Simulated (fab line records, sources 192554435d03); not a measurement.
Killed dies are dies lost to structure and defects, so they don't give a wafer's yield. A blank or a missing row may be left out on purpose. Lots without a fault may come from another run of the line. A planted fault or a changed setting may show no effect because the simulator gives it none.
fab line records | flow n5_finfet
record lots=8 wafers=24 last_day=18
route steps=1938 shown PMOS_HMC_CHANNEL_EPI@69 FIN_SAQP@96 FIN_CUT@165 BEOL_M4@1111 PASSIVATION@1936
lots that met no fault: from a run of the same line without faults
start_h: hours from the record's first day to the start of the lot's first wafer shown | wait_h: hours since the lot's step before | " the same as in the row above | L1.1+2: a row that stands for several wafers | - no value, or no start given | * or withheld: withheld | < > ~ a bound
route shown NAME@n: a module of which the file shows steps, and the number in the route of the first | usual: mean/standard deviation of fault-free wafers | same: alike in all rows | chamber/n: place in a boat | sites: the reading at each site | _std_site: their standard deviation | _edge_site: outer sites' mean less inner sites' | radius_mm: how far each site lies from the wafer's centre | mask NAME#n: copy n | behind: the tool/chamber that last shaped the wafer | hold: why the lot was held/for how many hours/how that ended | device: the transistor (n, p or np) that didn't switch | end of line: the same wafers' tests at the end of the route | a step without rows: its recipe alone | killed: dies lost to structure and defects at the first sort, not the wafer's yield | map: a wafer's dies, x killed, . not, _ none there
set.NAME: the setting as run; set.NAME@STEP: as run at that earlier step | model.NAME: the simulator's own value behind a step, which no gauge read
steps of the route over a sample of lots; a table a step, a row a wafer
services: from which hour (start_h, from the record's first day; less than 0 if before it) a tool's chamber was out of use, for how many hours, and why
## steps
# step N5_PMOS_HMC_CHANNEL_EPI_ETCH_32
# recipe chemistry=N2/H2 target=BARC stop_on=SiO2 target_depth_a=858 over_etch_frac=0.3 time_s=50.3 ion_energy_ev=200 mask_material=CAR-ArF-block pressure_mtorr=30 source_w=840 bias_w=150 n2_flow_sccm=200 h2_flow_sccm=200
# usual bias_w=150.0/0.46 drypump_motor_current_A=5.7/0.42 oes_product_au=0.67/0.082 rf_vpp_V=524/3 showerhead_plenum_p_Torr=2.54/0.1 throttle_valve_pct=18.07/0.22
# columns lot.wafer tool chamber start_h wait_h bias_w drypump_motor_current_A oes_product_au rf_hours_counter_h rf_vpp_V showerhead_plenum_p_Torr throttle_valve_pct
L602.3 rie_diel-04 0 17.40 0.0 150.6 4.8 0.60 211 521 2.42 18.05
L602.5 " 1 " " 149.7 5.2 0.64 - 523 2.53 17.83
L602.6 " 2 " " 149.4 6.1 0.58 - 519 2.40 18.50
L605.2 rie_diel-05 0 35.33 0.0 150.4 5.4 0.62 187 521 2.44 18.18
L605.5 " 1 " " 149.6 6.3 0.62 - 523 2.56 18.25
L605.6 " 0 " " 150.8 5.4 0.61 - 520 2.44 18.18
L606.3 rie_diel-05 2 41.99 0.0 149.8 5.5 0.73 49 523 2.48 17.85
L606.4 " 1 " " 150.0 6.3 0.63 161 524 2.56 18.26
L606.6 " 0 " " 150.5 5.4 0.61 - 521 2.44 18.17
L610.1 rie_diel-02 2 65.98 0.0 150.2 5.8 0.80 6 529 2.72 17.83
L610.3 " 0 " " 149.2 5.7 0.63 159 523 2.55 18.06
L610.4 " 3 " " 150.5 5.7 0.59 248 521 2.52 18.45
L614.1 rie_diel-02 1 89.33 0.0 150.1 5.0 0.57 244 522 2.50 18.32
L614.5 " 2 " " 150.3 5.9 0.79 - 528 2.72 17.85
L614.6 " 1 " " 150.0 5.1 0.57 - 523 2.50 18.34
L620.1 rie_diel-05 0 125.36 0.0 149.8 5.4 0.60 209 520 2.43 18.22
L620.4 " 1 " " 149.4 6.3 0.61 181 525 2.55 18.30
L620.6 " 0 " " 149.8 5.4 0.61 - 521 2.43 18.21
L624.1 rie_diel-05 3 149.90 0.0 149.8 5.9 0.75 35 530 2.71 17.71
L624.2 " 0 " " 149.2 5.4 0.59 217 522 2.43 18.22
L624.4 " 2 " " 149.5 5.5 0.69 80 521 2.47 17.91
L625.2 rie_diel-05 0 155.58 0.0 150.2 5.4 0.59 218 520 2.43 18.22
L625.3 " 3 " " 149.6 5.9 0.73 37 529 2.71 17.71
L625.5 " 1 " " 150.1 6.3 0.61 - 524 2.54 18.30
# step N5_PMOS_HMC_CHANNEL_EPI_STRIP_33
# recipe chemistry=N2/H2 power_w=500 temp_c=40 pressure_mtorr=50 rf_frequency_hz=6e+07 overash_fraction=0.3 bias_power_w=8 h2_frac=0.5 n2_flow_sccm=300 h2_flow_sccm=300
# usual bias_power_w=8.001/0.023 drypump_motor_current_A=5.7/0.42 oes_product_au=0.79/0.1 rf_vpp_V=54.2/1.7 showerhead_plenum_p_Torr=3.36/0.13 throttle_valve_pct=19.2/0.34
# same overash_fraction=0.3
# columns lot.wafer tool chamber start_h wait_h bias_power_w drypump_motor_current_A oes_product_au rf_hours_counter_h rf_vpp_V showerhead_plenum_p_Torr throttle_valve_pct
L602.3 rie_diel-04 0 17.50 0.0 8.019 4.8 0.70 211 56.3 3.20 18.9
L602.5 " 1 " " 8.023 5.2 0.74 - 53.5 3.34 18.6
L602.6 " 2 " " 7.952 6.1 0.67 - 52.7 3.18 19.5
L605.2 rie_diel-05 0 35.43 0.0 7.987 5.4 0.73 187 53.6 3.23 19.6
L605.5 " 1 " " 7.985 6.3 0.74 - 53.3 3.38 19.5
L605.6 " 0 " " 7.956 5.4 0.72 - 54.8 3.23 19.6
L606.3 rie_diel-05 2 42.09 0.0 8.010 5.5 0.87 49 55.8 3.28 18.8
L606.4 " 1 " " 7.987 6.3 0.73 161 53.3 3.38 19.4
L606.6 " 0 " " 8.001 5.4 0.73 - 54.4 3.23 19.6
L610.1 rie_diel-02 2 66.08 0.0 7.971 5.9 0.94 6 54.0 3.58 19.2
L610.3 " 0 " " 7.991 5.8 0.75 159 55.3 3.36 19.0
L610.4 " 3 " " 8.021 5.7 0.68 248 56.2 3.33 19.8
L614.1 rie_diel-02 1 89.43 0.0 7.970 5.1 0.66 244 54.2 3.30 19.5
L614.5 " 2 " " 8.014 5.9 0.93 - 51.4 3.58 19.2
L614.6 " 1 " " 8.010 5.1 0.65 - 52.4 3.30 19.5
L620.1 rie_diel-05 0 125.45 0.0 7.999 5.4 0.71 209 51.3 3.22 19.6
L620.4 " 1 " " 7.996 6.3 0.72 181 52.5 3.37 19.5
L620.6 " 0 " " 8.023 5.4 0.71 - 54.9 3.22 19.6
L624.1 rie_diel-05 3 150.00 0.0 7.947 5.9 0.88 35 53.0 3.57 18.8
L624.2 " 0 " " 8.011 5.4 0.70 217 54.5 3.21 19.6
L624.4 " 2 " " 8.000 5.5 0.83 80 54.1 3.26 18.9
L625.2 rie_diel-05 0 155.68 0.0 8.048 5.4 0.71 218 54.1 3.21 19.6
L625.3 " 3 " " 8.001 5.9 0.87 37 51.5 3.56 18.8
L625.5 " 1 " " 8.013 6.3 0.71 - 57.2 3.36 19.5
# step N5_PMOS_HMC_CHANNEL_EPI_PRECLEAN_37
# recipe chemistry=O3/DIW time_s=45 temp_c=22 o3_ppm=10
# columns lot.wafer tool chamber start_h wait_h
L602.3+5+6 wet_bench-03 5,7,6 19.76 0.0
L605.2+5+6 wet_bench-03 3,4,7 37.59 0.0
L606.3+4+6 wet_bench-03 4,2,3 44.50 0.0
L610.1+3+4 wet_bench-06 3,5,4 69.29 0.0
L614.1+5+6 wet_bench-06 7,0,4 93.32 0.0
L620.1+4+6 wet_bench-03 2,0,1 128.07 0.0
L624.1+2+4 wet_bench-05 7,6,1 152.16 0.0
L625.2+3+5 wet_bench-05 7,0,2 157.84 0.0
# step N5_PMOS_HMC_CHANNEL_EPI_INSPECT_30
# recipe inspect_instrument=darkfield mode=post_epi
# usual raw_defect_count=18/5.9
# columns lot.wafer tool chamber start_h wait_h raw_defect_count
L602.3 defect_inspect-01 - 20.30 0.0 19
L602.5 " - " " 29
L602.6 " - " " 16
L605.2 defect_inspect-02 - 38.04 0.0 10
L605.5 " - " " 12
L605.6 " - " " 14
L606.3 defect_inspect-01 - 44.94 0.0 28
L606.4 " - " " 12
L606.6 " - " " 18
L610.1 defect_inspect-02 - 69.83 0.0 14
L610.3 " - " " 30
L610.4 " - " " 18
L614.1 defect_inspect-01 - 93.76 0.0 26
L614.5 " - " " 14
L614.6 " - " " 19
L620.1 defect_inspect-02 - 128.51 0.0 311
L620.4 " - " " 20
L620.6 " - " " 16
L624.1 defect_inspect-01 - 152.60 0.0 21
L624.2 " - " " 30
L624.4 " - " " 9
L625.2 defect_inspect-01 - 158.28 0.0 15
L625.3 " - " " 21
L625.5 " - " " 8
# step N5_FIN_SAQP_HM_DEP_03
# recipe material=SiNx target_thk_a=380 temp_c=400 precursor=SiH4/NH3/N2 pressure_torr=1.5 rf_w=300 time_s=33.6
# usual heater_power_w=831/120 showerhead_plenum_p_Torr=5.14/0.087 susceptor_temp_C=400.01/0.23 throttle_valve_pct=40.3/2.9
# columns lot.wafer tool chamber start_h wait_h heater_power_w showerhead_plenum_p_Torr susceptor_temp_C throttle_valve_pct
L602.3 pecvd-01 0 20.84 0.1 1051 5.13 400.37 48.7
L602.5 " 1 " " 777 5.20 399.43 39.0
L602.6 " 2 " " 660 5.14 400.00 38.7
L605.2 pecvd-03 0 38.58 0.2 815 5.22 399.54 42.4
L605.5 " 2 " " 647 5.19 400.00 36.8
L605.6 " 0 " " 819 5.24 399.82 42.7
L606.3 pecvd-04 0 45.59 0.2 897 5.22 399.88 39.0
L606.4 " 1 " " 851 5.12 399.93 40.1
L606.6 " 0 " " 911 5.21 399.84 38.7
L610.1 pecvd-03 2 70.60 0.2 669 5.18 400.04 37.1
L610.3 " 1 " " 921 4.99 400.43 41.7
L610.4 " 0 " " 929 5.22 399.98 42.8
L614.1 pecvd-01 2 95.03 0.2 755 5.14 400.30 39.1
L614.5 " 2 " " 744 5.13 399.51 39.2
L614.6 " 0 " " 1072 5.14 399.97 48.5
L620.1 pecvd-03 1 130.04 0.2 842 4.98 399.94 41.5
L620.4 " 1 " " 870 5.00 399.84 41.8
L620.6 " 2 " " 696 5.18 399.77 37.5
L624.1 pecvd-04 0 153.31 0.2 830 5.23 399.84 39.1
L624.2 " 1 " " 866 5.11 400.35 39.7
L624.4 " 1 " " 857 5.10 400.23 40.1
L625.2 pecvd-04 1 158.96 0.2 822 5.10 400.17 39.9
L625.3 " 2 " " 771 5.05 399.60 36.7
L625.5 " 2 " " 777 5.06 399.99 37.2
# step N5_FIN_SAQP_INSPECT_40
# recipe inspect_instrument=brightfield mode=aei
# usual raw_defect_count=259/74
# columns lot.wafer tool chamber start_h wait_h raw_defect_count
L602.3 defect_inspect-01 - 26.25 0.0 275
L602.5 " - " " 218
L602.6 " - " " 280
L605.2 defect_inspect-01 - 44.13 0.0 117
L605.5 " - " " 269
L605.6 " - " " 229
L606.3 defect_inspect-02 - 50.73 0.0 300
L606.4 " - " " 176
L606.6 " - " " 299
L610.1 defect_inspect-02 - 77.28 0.0 285
L610.3 " - " " 284
L610.4 " - " " 229
L614.1 defect_inspect-02 - 102.85 0.0 447
L614.5 " - " " 358
L614.6 " - " " 364
L620.1 defect_inspect-01 - 135.28 0.0 509
L620.4 " - " " 294
L620.6 " - " " 239
L624.1 defect_inspect-02 - 159.37 0.0 187
L624.2 " - " " 191
L624.4 " - " " 201
L625.2 defect_inspect-01 - 164.35 0.0 274
L625.3 " - " " 276
L625.5 " - " " 464
# step N5_FIN_CUT_INSPECT_10
# recipe mode=adi inspect_instrument=brightfield
# usual raw_defect_count=47/13
# columns lot.wafer tool chamber start_h wait_h raw_defect_count
L602.3 defect_inspect-02 - 26.76 0.0 58
L602.5 " - " " 45
L602.6 " - " " 65
L605.2 defect_inspect-01 - 44.65 0.0 15
L605.5 " - " " 40
L605.6 " - " " 42
L606.3 defect_inspect-01 - 51.13 0.0 65
L606.4 " - " " 32
L606.6 " - " " 53
L610.1 defect_inspect-02 - 77.80 0.1 55
L610.3 " - " " 45
L610.4 " - " " 49
L614.1 defect_inspect-02 - 103.37 0.1 66
L614.5 " - " " 74
L614.6 " - " " 76
L620.1 defect_inspect-01 - 135.68 0.1 338
L620.4 " - " " 49
L620.6 " - " " 41
L624.1 defect_inspect-01 - 159.76 0.1 28
L624.2 " - " " 25
L624.4 " - " " 38
L625.2 defect_inspect-02 - 169.38 0.0 46
L625.3 " - " " 55
L625.5 " - " " 97
# step N5_FIN_CUT_INSPECT_17
# recipe inspect_instrument=brightfield mode=aei
# usual raw_defect_count=267/81
# columns lot.wafer tool chamber start_h wait_h raw_defect_count
L602.3 defect_inspect-02 - 27.71 0.0 329
L602.5 " - " " 212
L602.6 " - " " 313
L605.2 defect_inspect-02 - 45.69 0.0 135
L605.5 " - " " 302
L605.6 " - " " 250
L606.3 defect_inspect-01 - 52.68 0.0 259
L606.4 " - " " 171
L606.6 " - " " 281
L610.1 defect_inspect-01 - 78.74 0.0 285
L610.3 " - " " 289
L610.4 " - " " 217
L614.1 defect_inspect-02 - 104.61 0.0 473
L614.5 " - " " 390
L614.6 " - " " 384
L620.1 defect_inspect-02 - 136.65 0.0 520
L620.4 " - " " 332
L620.6 " - " " 259
L624.1 defect_inspect-02 - 160.74 0.0 188
L624.2 " - " " 208
L624.4 " - " " 209
L625.2 defect_inspect-02 - 170.39 0.0 295
L625.3 " - " " 322
L625.5 " - " " 499
# step N5_BEOL_M4_RC_MEAS_101
# usual DIBL_N=36.4/1.6 DIBL_P=36.2/1.8 IOFF_N=0.159/0.029 IOFF_P=0.21/0.034 ION_N=670/12 ION_P=459/8.2 SS_N=71.5/0.59 SS_P=73.2/0.54 VT_N=250/3.3 VT_P=-250/3.7
# columns lot.wafer tool chamber start_h wait_h DIBL_N[mV/V] DIBL_P[mV/V] IOFF_N[nA/um] IOFF_P[nA/um] ION_N[uA/um] ION_P[uA/um] SS_N[mV/dec] SS_P[mV/dec] VT_N[mV] VT_P[mV]
L602.3 prober-02 0 188.80 0.3 35.8 37.4 0.150 0.20 673 460 71.2 73.4 248 -251
L602.5 " 0 " " 36.6 37.3 0.153 0.20 659 447 71.3 73.6 251 -252
L602.6 " 0 " " 36.6 37.5 0.164 0.21 671 459 71.5 73.1 251 -254
L605.2 prober-02 0 209.13 0.2 38.1 36.5 0.204 0.25 697 472 72.2 73.0 248 -247
L605.5 " 0 " " 39.7 38.4 0.260 0.31 698 477 72.9 73.5 243 -241
L605.6 " 0 " " 37.4 35.3 0.191 0.24 683 469 72.1 73.2 247 -247
L606.3 prober-01 0 211.86 0.3 37.4 39.1 0.216 0.26 689 473 71.9 73.9 241 -246
L606.4 " 0 " " 34.0 34.9 0.136 0.20 673 460 70.8 73.1 251 -253
L606.6 " 0 " " 35.3 35.5 0.154 0.19 667 454 71.1 73.5 250 -253
L610.1 prober-01 0 256.60 0.0 35.4 35.6 0.146 0.17 671 458 71.8 72.9 250 -255
L610.3 " 0 " " 34.2 34.4 0.130 0.15 657 442 72.3 72.1 255 -256
L610.4 " 0 " " 36.1 38.2 0.167 0.20 672 455 72.0 73.4 249 -251
L614.1 prober-01 0 272.43 0.0 36.2 35.0 0.141 0.21 664 462 71.5 73.0 252 -249
L614.5 " 0 " " 36.7 34.4 0.149 0.19 656 459 71.7 72.9 253 -251
L614.6 " 0 " " 35.9 33.1 0.131 0.19 669 460 70.6 72.8 250 -251
L620.1 prober-01 0 290.31 0.0 38.3 39.3 0.193 0.27 676 464 72.3 73.4 247 -246
L620.4 " 0 " " 35.2 37.0 0.148 0.23 677 467 70.9 73.4 249 -246
L620.6 " 0 " " 37.8 40.3 0.189 0.29 679 473 72.2 74.0 245 -243
L624.1 prober-01 0 331.48 0.0 36.1 37.1 0.157 0.22 657 458 71.7 73.4 253 -250
L624.2 " 0 " " 37.3 39.1 0.196 0.26 689 472 71.7 73.6 247 -248
L624.4 " 0 " " 33.1 34.9 0.117 0.19 652 460 70.8 72.5 253 -250
L625.2 prober-02 0 335.34 0.2 37.0 37.7 0.179 0.27 671 468 72.1 73.9 248 -245
L625.3 " 0 " " 32.8 33.8 0.114 0.20 657 466 70.8 72.3 255 -246
L625.5 " 0 " " 32.9 34.5 0.119 0.23 660 464 70.8 73.0 249 -247
# step N5_PASSIVATION_PROBE_49
# usual defect_limited_yield=91.1/1.5 killed_at_M0_to_M3=33/9.9 killed_at_M4_up=14/5.2 killed_at_contacts=12/6.7 killed_at_front_end=43/13 killed_at_other=3.4/2.7 killed_dies=105/17 killed_open=69/13 killed_short=33/7.5 sort_bin_5_function=5.2/0.91 sort_bin_6_memory=3.3/0.71 sort_n_pass=1075/17 sort_yield_pct=91.1/1.5
# same gross_dies=1180 killed_at_back_side=0 sort_bin_4_leakage[%]=0 sort_bin_8_speed[%]=0
# columns lot.wafer tool chamber start_h wait_h defect_limited_yield[%] killed_at_M0_to_M3 killed_at_M4_up killed_at_contacts killed_at_front_end killed_at_other killed_dies killed_open killed_short sort_bin_5_function[%] sort_bin_6_memory[%] sort_n_pass sort_yield_pct[%]
L602.3 prober-01 - 305.33 0.1 90.4 37 17 10 43 6 113 69 43 5.6 3.6 1067 90.4
L602.5 prober-01 - 305.43 0.2 89.2 56 11 22 39 0 128 99 28 6.5 4.2 1052 89.2
L602.6 prober-01 - 305.48 0.3 89.6 45 14 16 47 1 123 84 39 5.8 4.2 1057 89.6
L614.1 prober-02 - 370.08 0.0 90.0 24 14 22 56 2 118 76 42 5.7 4.2 1062 90.0
L614.5 prober-02 - 370.28 0.2 91.8 26 8 17 43 3 97 71 26 4.6 3.6 1083 91.8
L614.6 prober-02 - 370.33 0.3 89.7 33 14 23 49 3 122 85 37 5.8 4.0 1058 89.7
L620.1 prober-02 - 388.19 0.0 85.1 28 7 3 133 5 176 53 26 9.6 4.3 1004 85.1
L620.4 prober-02 - 388.34 0.2 91.5 31 16 14 34 5 100 63 33 4.5 3.6 1080 91.5
L620.6 prober-02 - 388.44 0.3 90.0 22 16 19 60 1 118 80 36 5.3 4.3 1062 90.0
L625.2 prober-01 - 438.40 0.1 89.2 35 20 17 54 2 128 81 41 6.1 3.9 1052 89.2
L625.3 prober-01 - 438.45 0.1 89.5 57 9 12 42 4 124 74 49 6.1 4.2 1056 89.5
L625.5 prober-01 - 438.55 0.2 91.6 38 9 10 38 4 99 57 37 4.7 3.3 1081 91.6
# killed by level:class
L602.3 FIN_SAQP:geometric_particle:open=13 BEOL_M1:geometric_particle:open=8 BEOL_M0_SAQP:geometric_particle:open=7 MOL_CONTACT_COAG:geometric_particle:open=6 BEOL_M0_SAQP:geometric_particle:short=6 BEOL_M2:geometric_particle:open=6 BEOL_M4:geometric_particle:open=6 STARTING-WAFER:geometric_particle:short=6
L602.5 FIN_SAQP:geometric_particle:open=19 MOL_CONTACT_COAG:geometric_particle:open=16 BEOL_M2:geometric_particle:open=15 BEOL_M0_SAQP:geometric_particle:short=11 BEOL_M3:geometric_particle:open=10 BEOL_M0_SAQP:geometric_particle:open=7 MOL_CONTACT_COAG:geometric_particle:short=6 BEOL_M4:geometric_particle:open=6
L602.6 MOL_CONTACT_COAG:geometric_particle:open=14 FIN_SAQP:geometric_particle:open=13 BEOL_M2:geometric_particle:open=13 FIN_SAQP:geometric_particle:short=9 BEOL_M0_SAQP:geometric_particle:open=9 BEOL_M0_SAQP:geometric_particle:short=8 STARTING-WAFER:geometric_particle:open=5 BEOL_M7:geometric_particle:open=5
L614.1 MOL_CONTACT_COAG:geometric_particle:open=22 STI_FIN_REVEAL:geometric_particle:open=18 FIN_SAQP:geometric_particle:short=13 FIN_SAQP:geometric_particle:open=12 BEOL_M0_SAQP:geometric_particle:short=11 BEOL_M4:geometric_particle:open=7 BEOL_M2:geometric_particle:short=5 BEOL_M0_SAQP:geometric_particle:open=3
L614.5 STI_FIN_REVEAL:geometric_particle:open=29 MOL_CONTACT_COAG:geometric_particle:open=13 BEOL_M2:geometric_particle:open=7 BEOL_M0_SAQP:geometric_particle:open=6 BEOL_M0_SAQP:geometric_particle:short=5 BEOL_M3:geometric_particle:open=5 MOL_CONTACT_COAG:geometric_particle:short=4 STARTING-WAFER:geometric_particle:short=3
L614.6 FIN_SAQP:geometric_particle:open=18 MOL_CONTACT_COAG:geometric_particle:open=16 STI_FIN_REVEAL:geometric_particle:open=13 BEOL_M2:geometric_particle:open=11 MOL_CONTACT_COAG:geometric_particle:short=7 BEOL_M0_SAQP:geometric_particle:short=5 BEOL_M3:geometric_particle:short=5 BEOL_M6:geometric_particle:open=5
L620.1 PMOS_HMC_CHANNEL_EPI:unspecified=97 STI_FIN_REVEAL:geometric_particle:open=8 BEOL_M2:geometric_particle:open=8 STARTING-WAFER:geometric_particle:open=7 FIN_SAQP:geometric_particle:short=6 BEOL_M1:geometric_particle:open=5 BEOL_M3:geometric_particle:open=5 FIN_SAQP:geometric_particle:open=4
L620.4 MOL_CONTACT_COAG:geometric_particle:open=11 BEOL_M2:geometric_particle:open=11 STI_FIN_REVEAL:geometric_particle:open=9 FIN_SAQP:geometric_particle:short=6 BEOL_M3:geometric_particle:open=6 BEOL_M4:geometric_particle:open=5 FIN_SAQP:geometric_particle:open=4 STARTING-WAFER:geometric_particle:short=4
L620.6 STI_FIN_REVEAL:geometric_particle:open=19 MOL_CONTACT_COAG:geometric_particle:open=14 BEOL_M4:geometric_particle:open=10 FIN_SAQP:geometric_particle:short=8 BEOL_M3:geometric_particle:open=7 STI_FIN_REVEAL:geometric_particle:short=6 FIN_SAQP:geometric_particle:open=5 MOL_CONTACT_COAG:geometric_particle:short=5
L625.2 MOL_CONTACT_COAG:geometric_particle:open=14 BEOL_M0_SAQP:geometric_particle:open=10 FIN_SAQP:geometric_particle:open=9 FIN_SAQP:geometric_particle:short=9 STI_FIN_REVEAL:geometric_particle:open=8 BEOL_M4:geometric_particle:open=7 DUMMY_GATE:geometric_particle:open=6 BEOL_M3:geometric_particle:open=6
L625.3 MOL_CONTACT_COAG:geometric_particle:open=11 BEOL_M0_SAQP:geometric_particle:short=11 BEOL_M1:geometric_particle:short=9 FIN_SAQP:geometric_particle:open=8 BEOL_M0_SAQP:geometric_particle:open=8 BEOL_M3:geometric_particle:open=8 GATE_CUT:geometric_particle:short=6 BEOL_M0:geometric_particle:open=6
L625.5 FIN_SAQP:geometric_particle:short=10 MOL_CONTACT_COAG:geometric_particle:open=8 BEOL_M0_SAQP:geometric_particle:short=7 BEOL_M1:geometric_particle:open=7 FIN_SAQP:geometric_particle:open=6 BEOL_M2:geometric_particle:open=6 GATE_CUT:geometric_particle:open=5 BEOL_M0_SAQP:geometric_particle:open=5
## services
# columns tool chamber start_h hours kind
pecvd-03 - 1.60 0.6 repair
rie_diel-04 0 7.90 6.5 repair
rie_diel-04 - 9.25 0.3 repair
pecvd-04 - 31.00 2.6 repair
rie_diel-02 2 31.13 - clean
rie_diel-02 2 31.13 - consumable_replace:focus_ring
rie_diel-02 2 31.13 - consumable_replace:showerhead
rie_diel-02 2 31.13 14.0 scheduled_down
rie_diel-02 2 31.13 14.0 vent_cycle
rie_diel-05 0 44.41 2.8 repair
rie_diel-05 1 45.34 8.6 repair
rie_diel-02 3 77.62 - clean
rie_diel-02 3 77.62 - consumable_replace:focus_ring
rie_diel-02 3 77.62 12.6 scheduled_down
rie_diel-02 3 77.62 12.6 vent_cycle
rie_diel-04 1 80.68 3.3 repair
rie_diel-02 - 110.04 15.6 pm
rie_diel-02 1 126.64 - clean
pecvd-03 1 132.31 3.7 repair
rie_diel-04 3 138.80 6.5 repair
pecvd-01 - 145.35 0.5 repair
rie_diel-02 2 146.85 7.3 repair
pecvd-03 2 154.16 5.0 repair
pecvd-01 - 157.26 0.6 repair
## key
first_sign step=N5_PMOS_HMC_CHANNEL_EPI_INSPECT_30 reading=raw_defect_count direction=up sigmas=50 usual=18 struck=311
effect step=N5_FIN_SAQP_INSPECT_40 reading=raw_defect_count direction=up sigmas=3.4 usual=259 struck=509
effect step=N5_FIN_CUT_INSPECT_10 reading=raw_defect_count direction=up sigmas=22 usual=47 struck=338
effect step=N5_FIN_CUT_INSPECT_17 reading=raw_defect_count direction=up sigmas=3.1 usual=267 struck=520
effect step=N5_PASSIVATION_PROBE_49 reading=killed_at_front_end direction=up sigmas=7 usual=43 struck=133
more_kills_born_at N5_PMOS_HMC_CHANNEL_EPI_PRECLEAN_37@wet_bench-03=97
met_at N5_PMOS_HMC_CHANNEL_EPI_PRECLEAN_37
struck_lots L620
struck_wafers L620.1
not_acting_at N5_PMOS_HMC_CHANNEL_EPI_ETCH_32,N5_PMOS_HMC_CHANNEL_EPI_STRIP_33,N5_FIN_SAQP_HM_DEP_03
onset_between 44.50 128.07
fault kind=chamber_particle_source tool=wet_bench-03 chamber=2 onset_h=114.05 steps=N5_PMOS_HMC_CHANNEL_EPI_PRECLEAN_37 rate_per_visit_cm2=0.43216 end_h=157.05
